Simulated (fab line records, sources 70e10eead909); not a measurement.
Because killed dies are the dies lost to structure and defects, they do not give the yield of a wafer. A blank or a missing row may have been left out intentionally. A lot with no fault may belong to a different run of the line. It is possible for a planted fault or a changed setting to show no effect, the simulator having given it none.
fab line records	flow nand_harc	part 1 of 2: steps 1 to 4 of 6
[record] lots = 23	wafers = 69	last_day = 34
route steps=1302 shown A_STAIRCASE@683
lots that met no fault: taken from a fault-free run of the same line
start_h: the number of hours between the record's first day and the start of the first shown wafer of the lot	wait_h: hours since the lot's step before	" identical to the entry in the row above	L1.1+2: one row covering several wafers at once	- no value, or no start was given	* or withheld: withheld	< > ~ a bound
route shown NAME@n: a module of which the file shows steps, and the number in the route of the first	usual: mean/standard deviation of fault-free wafers	same: alike in all rows	chamber/n: place in a boat	sites: per-site readings	_std_site: their standard deviation	_edge_site: mean of outer sites minus mean of inner sites	radius_mm: for every site, how far away it sits from the centre of the wafer	mask NAME#n: copy n	behind: the last tool/chamber to shape the wafer	hold: the reason the lot was held/the length of the hold in hours/how it ended	device: which transistor (n, p or np) failed to switch	end of line: the tests these same wafers got at the end of their route	for a step that has no rows: nothing shown but its recipe	killed: not the wafer's yield, but the dies lost to structure and defects at the first sort	map: a wafer's dies, marking killed ones x, the rest . and places with no die _
set.NAME: setting as actually run; set.NAME@STEP: the setting as run at that earlier step	model.NAME: the simulator's own value behind a step, which no gauge read
route steps across a sampled set of lots; one table per step, one row per wafer
services: a tool's chamber out of use, with start hour (start_h, from the record's first day; less than 0 if before it), hours out, and reason
[[steps]]
[step NHARC_A_STAIRCASE_TRIM_26]
[recipe] time_s = 211.2	o2_flow_sccm = 500	ar_flow_sccm = 0	bias_w = 0	chemistry = O2
[usual] drypump_motor_current_A = 5.6/0.44	oes_product_au = 0.996/0.011	rf_vpp_V = 57.7/0.88	showerhead_plenum_p_Torr = 3.50/0.14	throttle_valve_pct = 17.036/0.0098
lot.wafer	tool	chamber	start_h	wait_h	drypump_motor_current_A	oes_product_au	rf_hours_counter_h	rf_vpp_V	showerhead_plenum_p_Torr	throttle_valve_pct
L074.1	rie_diel-02	0	-	-	5.2	1.006	47	59.1	3.57	17.022
L074.2	"	3	"	"	5.3	1.013	46	56.5	3.45	17.036
L074.4	"	0	"	"	5.2	0.996	-	57.5	3.57	17.039
L075.3	rie_diel-11	2	-	-	5.3	1.008	42	57.2	3.40	17.011
L075.6	"	2	"	"	5.3	1.011	-	56.6	3.40	17.037
L075.5	"	3	"	"	5.9	0.997	-	57.7	3.37	17.036
L076.4	rie_diel-03	3	-	-	5.1	1.010	22	59.4	3.47	17.041
L076.6	"	1	"	"	5.8	0.984	-	58.3	3.27	17.010
L076.5	"	2	"	"	5.5	0.993	-	58.5	3.53	17.040
L077.2	rie_diel-11	0	-	-	6.3	0.979	36	57.9	3.45	17.041
L077.1	"	1	"	"	5.6	0.993	43	56.8	3.30	17.037
L077.3	"	2	"	"	5.3	1.005	47	55.6	3.40	17.029
L078.1	rie_diel-02	0	-	-	5.2	0.997	0	58.0	3.56	17.045
L078.4	"	1	"	"	6.2	0.990	0	58.5	3.78	17.025
L078.2	"	2	"	"	5.0	0.997	0	58.6	3.51	17.036
L079.2	rie_diel-03	0	-	-	6.1	0.990	35	58.5	3.54	17.037
L079.5	"	1	"	"	5.7	0.977	-	57.1	3.27	17.036
L079.6	"	2	"	"	5.5	0.985	-	57.4	3.52	17.028
L080.3	rie_diel-02	0	-	-	5.2	0.988	7	58.5	3.56	17.026
L080.4	"	1	"	"	6.2	0.983	7	57.7	3.77	17.035
L080.5	"	0	"	"	5.2	1.000	-	58.1	3.56	17.038
L081.3	rie_diel-02	2	-	-	4.9	1.004	8	56.7	3.51	17.051
L081.1	"	0	"	"	5.2	1.007	8	56.2	3.56	17.024
L081.5	"	3	"	"	5.2	1.017	-	58.2	3.44	17.026
L084.2	rie_diel-03	0	-	-	6.1	0.973	54	56.8	3.53	17.040
L084.5	"	1	"	"	5.8	0.980	-	56.4	3.26	17.052
L084.6	"	2	"	"	5.5	0.992	-	57.9	3.51	17.025
L082.4	rie_diel-02	1	-	-	6.2	0.992	13	57.1	3.77	17.031
L082.1	"	3	"	"	5.2	1.002	13	57.7	3.44	17.030
L082.5	"	2	"	"	5.0	0.997	-	57.6	3.51	17.010
L083.3	rie_diel-11	3	-	-	5.9	1.018	9	59.6	3.36	17.026
L083.2	"	0	"	"	6.3	1.008	3	57.0	3.44	17.037
L083.4	"	2	"	"	5.3	1.001	9	56.4	3.39	17.029
L085.2	rie_diel-03	3	-	-	5.1	0.996	3	58.0	3.45	17.026
L085.4	"	0	"	"	6.1	0.971	5	57.8	3.53	17.055
L085.1	"	1	"	"	5.8	0.993	5	58.2	3.81	17.033
L087.1	rie_diel-03	1	-	-	5.8	0.981	7	59.3	3.80	17.048
L087.4	"	3	"	"	5.1	0.991	5	57.2	3.45	17.027
L087.6	"	1	"	"	5.8	0.977	-	57.7	3.80	17.045
L088.4	rie_diel-02	1	-	-	6.2	0.987	35	58.5	3.76	17.027
L088.5	"	3	"	"	5.2	0.999	-	58.2	3.43	17.024
L088.6	"	0	"	"	5.2	0.999	-	58.0	3.54	17.025
L089.3	rie_diel-03	0	-	-	6.1	0.979	17	56.5	3.52	17.042
L089.4	"	1	"	"	5.8	0.983	20	57.7	3.80	17.038
L089.6	"	3	"	"	5.1	0.996	-	57.6	3.45	17.031
L091.2	rie_diel-11	1	-	-	5.6	1.012	24	57.2	3.28	17.041
L091.3	"	2	"	"	5.3	1.002	20	57.5	3.38	17.049
L091.1	"	3	"	"	5.9	1.003	23	57.8	3.35	17.025
L090.2	rie_diel-02	2	-	-	5.0	0.991	38	58.6	3.49	17.054
L090.1	"	0	"	"	5.2	0.999	41	56.1	3.54	17.032
L090.6	"	2	"	"	5.0	0.997	-	56.4	3.49	17.035
L092.1	rie_diel-02	3	-	-	5.3	0.995	47	57.2	3.42	17.040
L092.4	"	0	"	"	5.2	1.006	48	58.4	3.54	17.016
L092.5	"	0	"	"	5.2	1.000	-	56.9	3.54	17.035
L093.3	rie_diel-02	0	-	-	5.2	0.992	54	58.0	3.53	17.034
L093.2	"	1	"	"	6.2	0.986	51	57.1	3.75	17.032
L093.4	"	3	"	"	5.2	0.995	53	58.4	3.42	17.037
L094.2	rie_diel-03	1	-	-	5.8	0.979	37	59.6	3.79	17.043
L094.3	"	2	"	"	5.5	1.004	36	56.8	3.49	17.040
L094.5	"	1	"	"	5.8	0.985	-	57.7	3.79	17.025
L096.4	rie_diel-02	3	-	-	5.2	1.002	57	57.0	3.41	17.022
L096.2	"	0	"	"	5.2	1.000	57	57.8	3.53	17.032
L096.5	"	3	"	"	5.3	0.989	-	57.5	3.41	17.027
L095.3	rie_diel-11	3	-	-	5.9	0.999	42	56.8	3.34	17.043
L095.1	"	0	"	"	6.3	0.987	24	57.5	3.43	17.056
L095.6	"	3	"	"	5.9	1.003	-	57.0	3.34	17.047
L097.1	rie_diel-02	1	-	-	6.2	0.984	0	58.2	3.75	17.026
L097.3	"	2	"	"	5.0	1.010	0	57.0	3.49	17.048
L097.4	"	3	"	"	5.2	1.002	0	56.5	3.41	17.033
[step NHARC_A_STAIRCASE_ETCH_27]
[recipe] target_depth_a = 1000	time_s = 40.5	ion_energy_ev = 400	c4f8_flow_sccm = 20	o2_flow_sccm = 10	ar_flow_sccm = withheld	rf_w = 600	bias_w = 1000	chemistry = C4F8/O2
[usual] oes_product_au = 0.940/0.01	rf_fwd_power_W = 592.4/2.2	rf_vpp_V = 895/5.4
lot.wafer	tool	chamber	start_h	wait_h	oes_product_au	rf_fwd_power_W	rf_hours_counter_h	rf_vpp_V
L074.1	rie_diel-02	3	-	-	0.959	592.8	46	892
L074.2	"	0	"	"	0.942	593.5	47	898
L074.4	"	3	"	"	0.947	595.3	-	893
L075.3	rie_diel-11	3	-	-	0.936	592.1	35	889
L075.5	"	1	"	"	0.960	592.1	-	887
L075.6	"	2	"	"	0.948	589.3	-	892
L076.4	rie_diel-03	1	-	-	0.928	595.0	23	887
L076.6	"	0	"	"	0.918	590.9	-	896
L076.5	"	1	"	"	0.926	593.4	-	886
L077.1	rie_diel-11	2	-	-	0.961	589.9	47	893
L077.3	"	3	"	"	0.938	590.1	40	891
L077.2	"	0	"	"	0.927	592.0	36	894
L078.2	rie_diel-02	3	-	-	0.944	593.1	0	892
L078.1	"	0	"	"	0.945	593.4	0	897
L078.4	"	1	"	"	0.945	592.5	0	905
L079.2	rie_diel-03	2	-	-	0.934	589.1	35	896
L079.5	"	0	"	"	0.929	591.4	-	898
L079.6	"	1	"	"	0.930	595.1	-	888
L080.4	rie_diel-02	0	-	-	0.945	594.3	7	898
L080.3	"	2	"	"	0.948	591.8	7	896
L080.5	"	3	"	"	0.955	592.3	-	892
L081.3	rie_diel-02	1	-	-	0.943	592.7	8	907
L081.1	"	2	"	"	0.934	593.3	8	895
L081.5	"	2	"	"	0.934	593.9	-	895
L084.2	rie_diel-03	0	-	-	0.939	588.4	54	894
L084.6	"	2	"	"	0.931	591.2	-	895
L084.5	"	3	"	"	0.957	586.5	-	892
L082.1	rie_diel-02	3	-	-	0.933	593.8	13	892
L082.4	"	0	"	"	0.928	592.3	13	897
L082.5	"	2	"	"	0.934	595.2	-	894
L083.4	rie_diel-11	2	-	-	0.945	593.0	9	893
L083.2	"	3	"	"	0.941	591.3	9	890
L083.3	"	0	"	"	0.940	592.0	3	893
L085.1	rie_diel-03	1	-	-	0.937	596.1	5	907
L085.4	"	2	"	"	0.944	592.5	3	895
L085.2	"	3	"	"	0.942	586.8	3	893
L087.1	rie_diel-03	1	-	-	0.929	593.4	7	906
L087.4	"	0	"	"	0.913	592.4	7	895
L087.6	"	1	"	"	0.927	595.6	-	905
L088.4	rie_diel-02	1	-	-	0.932	593.2	35	904
L088.5	"	0	"	"	0.930	594.9	-	897
L088.6	"	1	"	"	0.933	595.1	-	904
L089.3	rie_diel-03	1	-	-	0.944	594.5	20	906
L089.4	"	2	"	"	0.958	588.7	17	895
L089.6	"	1	"	"	0.943	596.6	-	906
L091.3	rie_diel-11	3	-	-	0.942	589.1	23	890
L091.1	"	1	"	"	0.960	593.9	24	887
L091.2	"	2	"	"	0.942	589.3	20	891
L090.1	rie_diel-02	1	-	-	0.928	590.3	40	904
L090.2	"	2	"	"	0.922	593.0	38	897
L090.6	"	1	"	"	0.921	592.3	-	902
L092.1	rie_diel-02	0	-	-	0.945	593.6	48	896
L092.4	"	3	"	"	0.934	597.1	47	892
L092.5	"	1	"	"	0.928	591.3	-	904
L093.3	rie_diel-02	3	-	-	0.943	592.3	53	891
L093.2	"	0	"	"	0.933	591.7	54	896
L093.4	"	2	"	"	0.939	591.2	50	895
L094.3	rie_diel-03	1	-	-	0.932	594.0	37	905
L094.2	"	0	"	"	0.936	594.1	34	896
L094.5	"	1	"	"	0.937	596.2	-	904
L096.4	rie_diel-02	0	-	-	0.952	593.1	57	896
L096.2	"	1	"	"	0.928	593.6	54	904
L096.5	"	3	"	"	0.945	593.2	-	893
L095.1	rie_diel-11	3	-	-	0.936	591.4	42	891
L095.3	"	1	"	"	0.945	591.7	45	886
L095.6	"	3	"	"	0.952	591.0	-	889
L097.3	rie_diel-02	3	-	-	0.945	597.0	0	893
L097.1	"	0	"	"	0.938	592.7	0	896
L097.4	"	1	"	"	0.916	590.6	0	904
[step NHARC_A_STAIRCASE_ETCH_188]
[recipe] target_depth_a = 1000	time_s = 40.5	ion_energy_ev = 400	c4f8_flow_sccm = 20	o2_flow_sccm = 10	ar_flow_sccm = withheld	rf_w = 600	bias_w = 1000	chemistry = C4F8/O2
[usual] oes_product_au = 0.938/0.013	rf_fwd_power_W = 592.6/2.5	rf_vpp_V = 894/5.4
lot.wafer	tool	chamber	start_h	wait_h	oes_product_au	rf_fwd_power_W	rf_hours_counter_h	rf_vpp_V
L074.4	rie_diel-03	1	-	-	0.919	595.0	19	885
L074.2	"	3	"	"	0.935	589.2	18	893
L074.1	"	0	"	"	0.909	588.0	22	895
L075.3	rie_diel-11	3	-	-	0.922	592.2	36	890
L075.6	"	1	"	"	0.932	591.9	-	887
L075.5	"	2	"	"	0.948	591.1	-	891
L076.4	rie_diel-02	2	-	-	0.946	592.0	49	895
L076.6	"	0	"	"	0.950	592.0	-	897
L076.5	"	1	"	"	0.944	595.7	-	904
L077.2	rie_diel-02	1	-	-	0.938	593.2	52	905
L077.1	"	3	"	"	0.962	596.0	53	894
L077.3	"	0	"	"	0.955	591.8	52	898
L078.4	rie_diel-11	2	-	-	0.944	589.3	54	889
L078.2	"	3	"	"	0.954	592.3	50	890
L078.1	"	1	"	"	0.951	589.7	50	887
L079.2	rie_diel-11	1	-	-	0.953	591.9	52	886
L079.6	"	2	"	"	0.959	592.9	-	891
L079.5	"	0	"	"	0.942	591.9	-	892
L080.3	rie_diel-02	1	-	-	0.953	595.7	7	905
L080.4	"	3	"	"	0.947	595.6	7	892
L080.5	"	1	"	"	0.958	591.8	-	904
L081.1	rie_diel-02	3	-	-	0.967	601.0	9	893
L081.3	"	1	"	"	0.928	595.3	9	905
L081.5	"	3	"	"	0.960	599.0	-	893
L084.2	rie_diel-03	1	-	-	0.946	596.3	49	886
L084.5	"	2	"	"	0.941	589.8	-	896
L084.6	"	3	"	"	0.937	591.3	-	893
L082.4	rie_diel-02	2	-	-	0.946	595.5	13	895
L082.1	"	3	"	"	0.946	592.4	13	891
L082.5	"	2	"	"	0.945	595.1	-	894
L083.4	rie_diel-11	2	-	-	0.955	588.6	9	892
L083.2	"	3	"	"	0.937	593.6	10	889
L083.3	"	0	"	"	0.940	592.0	3	893
L085.2	rie_diel-03	0	-	-	0.905	592.4	6	896
L085.1	"	1	"	"	0.932	597.1	6	906
L085.4	"	3	"	"	0.915	589.8	4	892
L087.1	rie_diel-03	0	-	-	0.924	594.9	8	896
L087.4	"	3	"	"	0.938	586.7	6	893
L087.6	"	1	"	"	0.951	592.9	-	905
L088.4	rie_diel-02	1	-	-	0.922	592.9	35	905
L088.5	"	2	"	"	0.946	591.5	-	894
L088.6	"	3	"	"	0.935	592.9	-	890
L089.3	rie_diel-11	2	-	-	0.935	593.6	18	891
L089.4	"	1	"	"	0.931	591.4	-	887
L089.6	"	2	"	"	0.918	588.6	-	891
L091.1	rie_diel-03	0	-	-	0.940	593.7	21	898
L091.2	"	1	"	"	0.957	594.3	23	904
L091.3	"	3	"	"	0.947	584.7	18	892
L090.1	rie_diel-11	2	-	-	0.928	591.2	22	891
L090.2	"	3	"	"	0.929	592.1	25	888
L090.6	"	3	"	"	0.925	592.3	-	891
L092.4	rie_diel-02	2	-	-	0.935	593.3	44	896
L092.1	"	0	"	"	0.938	593.4	48	895
L092.5	"	3	"	"	0.936	593.1	-	890
L093.3	rie_diel-02	2	-	-	0.928	591.9	51	894
L093.2	"	0	"	"	0.932	594.5	54	896
L093.4	"	1	"	"	0.930	593.5	51	903
L094.2	rie_diel-02	0	-	-	0.941	592.0	55	896
L094.3	"	1	"	"	0.926	595.1	52	903
L094.5	"	1	"	"	0.924	590.8	-	904
L096.2	rie_diel-11	1	-	-	0.921	594.2	46	887
L096.4	"	0	"	"	0.913	592.6	-	892
L096.5	"	1	"	"	0.924	593.6	-	885
L095.1	rie_diel-03	1	-	-	0.931	595.2	40	906
L095.3	"	3	"	"	0.936	590.0	32	892
L095.6	"	0	"	"	0.926	593.2	-	895
L097.1	rie_diel-02	2	-	-	0.932	589.8	5	895
L097.4	"	0	"	"	0.928	594.0	3	897
L097.3	"	1	"	"	0.918	593.4	3	903
[step NHARC_A_STAIRCASE_TRIM_224]
[recipe] time_s = 211.2	o2_flow_sccm = 500	ar_flow_sccm = 0	bias_w = 0	chemistry = O2
[usual] drypump_motor_current_A = 5.6/0.44	oes_product_au = 0.997/0.01	rf_vpp_V = 57.8/0.98	showerhead_plenum_p_Torr = 3.49/0.15	throttle_valve_pct = 17.036/0.0078
lot.wafer	tool	chamber	start_h	wait_h	drypump_motor_current_A	oes_product_au	rf_hours_counter_h	rf_vpp_V	showerhead_plenum_p_Torr	throttle_valve_pct
L074.4	rie_diel-03	2	-	-	5.5	0.998	22	58.5	3.53	17.049
L074.1	"	3	"	"	5.1	0.999	20	58.9	3.47	17.036
L074.2	"	0	"	"	6.1	0.987	23	56.7	3.55	17.033
L076.4	rie_diel-03	2	-	-	5.5	0.987	26	58.7	3.52	17.049
L076.6	"	3	"	"	5.1	0.994	-	59.1	3.47	17.043
L076.5	"	0	"	"	6.1	0.985	-	57.2	3.55	17.035
L075.3	rie_diel-02	3	-	-	5.3	0.993	51	55.4	3.45	17.042
L075.5	"	3	"	"	5.2	1.004	-	57.1	3.45	17.027
L075.6	"	0	"	"	5.2	0.990	-	57.9	3.57	17.045
L077.1	rie_diel-02	1	-	-	6.2	0.996	53	58.7	3.78	17.037
L077.2	"	2	"	"	5.0	1.016	52	59.0	3.52	17.043
L077.3	"	0	"	"	5.2	1.006	53	58.5	3.56	17.044
L078.1	rie_diel-02	0	-	-	5.2	1.006	1	57.1	3.56	17.066
L078.4	"	2	"	"	5.0	0.983	1	56.7	3.51	17.037
L078.2	"	3	"	"	5.2	0.999	1	56.5	3.44	17.031
L079.2	rie_diel-02	0	-	-	5.2	0.990	3	57.7	3.56	17.042
L079.6	"	0	"	"	5.2	1.000	-	58.4	3.56	17.023
L079.5	"	1	"	"	6.2	0.996	-	58.2	3.77	17.028
L080.3	rie_diel-02	0	-	-	5.2	0.995	8	56.8	3.56	17.027
L080.4	"	1	"	"	6.2	0.993	8	58.6	3.77	17.030
L080.5	"	3	"	"	5.2	1.003	-	58.3	3.44	17.050
L081.3	rie_diel-02	1	-	-	6.2	0.985	10	60.1	3.77	17.027
L081.1	"	3	"	"	5.2	1.006	11	57.8	3.44	17.020
L081.5	"	2	"	"	4.9	0.992	-	57.9	3.51	17.043
L084.2	rie_diel-11	0	-	-	6.3	0.998	2	56.7	3.44	17.035
L084.5	"	1	"	"	5.6	0.994	-	57.2	3.28	17.037
L084.6	"	2	"	"	5.3	1.009	-	57.6	3.39	17.040
L082.1	rie_diel-11	1	-	-	5.6	1.007	8	57.6	3.28	17.032
L082.4	"	3	"	"	5.9	1.005	9	57.5	3.36	17.032
L082.5	"	1	"	"	5.6	1.010	-	57.3	3.28	17.029
L083.2	rie_diel-11	1	-	-	5.6	1.011	10	56.4	3.28	17.040
L083.3	"	2	"	"	5.3	1.004	10	59.0	3.39	17.039
L083.4	"	0	"	"	6.3	1.003	4	57.2	3.44	17.039
L085.2	rie_diel-03	0	-	-	6.1	0.964	8	57.1	3.53	17.029
L085.4	"	1	"	"	5.8	0.985	8	57.2	3.80	17.042
L085.1	"	2	"	"	5.5	0.990	6	58.1	3.51	17.043
L087.4	rie_diel-02	3	-	-	5.3	0.988	26	57.7	3.43	17.039
L087.1	"	1	"	"	6.2	0.981	27	58.6	3.76	17.052
L087.6	"	3	"	"	5.2	0.989	-	57.9	3.43	17.043
L088.4	rie_diel-03	2	-	-	5.5	1.005	19	58.1	3.50	17.031
L088.5	"	0	"	"	6.1	0.976	-	58.5	3.52	17.028
L088.6	"	1	"	"	5.7	0.987	-	58.1	3.80	17.042
L089.4	rie_diel-02	0	-	-	5.2	1.003	40	56.6	3.54	17.042
L089.3	"	1	"	"	6.2	0.984	39	57.5	3.75	17.030
L089.6	"	3	"	"	5.2	1.002	-	58.5	3.42	17.034
L091.1	rie_diel-11	3	-	-	5.9	1.003	25	57.5	3.35	17.037
L091.2	"	1	"	"	5.6	1.003	26	56.4	3.27	17.034
L091.3	"	2	"	"	5.3	1.003	22	58.0	3.38	17.031
L090.1	rie_diel-03	1	-	-	5.8	0.995	28	58.7	3.79	17.039
L090.2	"	2	"	"	5.5	1.012	26	57.5	3.50	17.039
L090.6	"	0	"	"	6.1	0.976	-	57.7	3.52	17.040
L092.1	rie_diel-03	0	-	-	6.1	0.984	28	58.3	3.52	17.047
L092.4	"	1	"	"	5.8	0.983	31	58.1	3.79	17.034
L092.5	"	3	"	"	5.1	1.001	-	57.7	3.44	17.037
L093.3	rie_diel-11	3	-	-	5.9	1.009	40	59.1	3.34	17.043
L093.2	"	1	"	"	5.6	1.011	44	55.5	3.27	17.033
L093.4	"	1	"	"	5.7	1.014	-	56.7	3.27	17.037
L094.2	rie_diel-02	1	-	-	6.2	0.987	53	59.0	3.75	17.041
L094.3	"	3	"	"	5.2	1.002	56	57.9	3.41	17.045
L094.5	"	1	"	"	6.2	0.989	-	56.9	3.75	17.033
L096.4	rie_diel-11	0	-	-	6.3	0.999	25	59.0	3.43	17.056
L096.2	"	1	"	"	5.6	1.001	47	57.7	3.26	17.036
L096.5	"	0	"	"	6.3	0.990	-	55.7	3.43	17.039
L095.1	rie_diel-11	1	-	-	5.6	1.007	48	56.2	3.26	17.023
L095.3	"	2	"	"	5.3	1.004	41	54.7	3.37	17.025
L095.6	"	0	"	"	6.3	1.003	-	56.5	3.43	17.031
L097.1	rie_diel-02	1	-	-	6.2	0.972	5	59.2	3.74	17.039
L097.4	"	2	"	"	4.9	0.994	7	57.9	3.48	17.031
L097.3	"	0	"	"	5.2	0.995	5	56.9	3.53	17.034
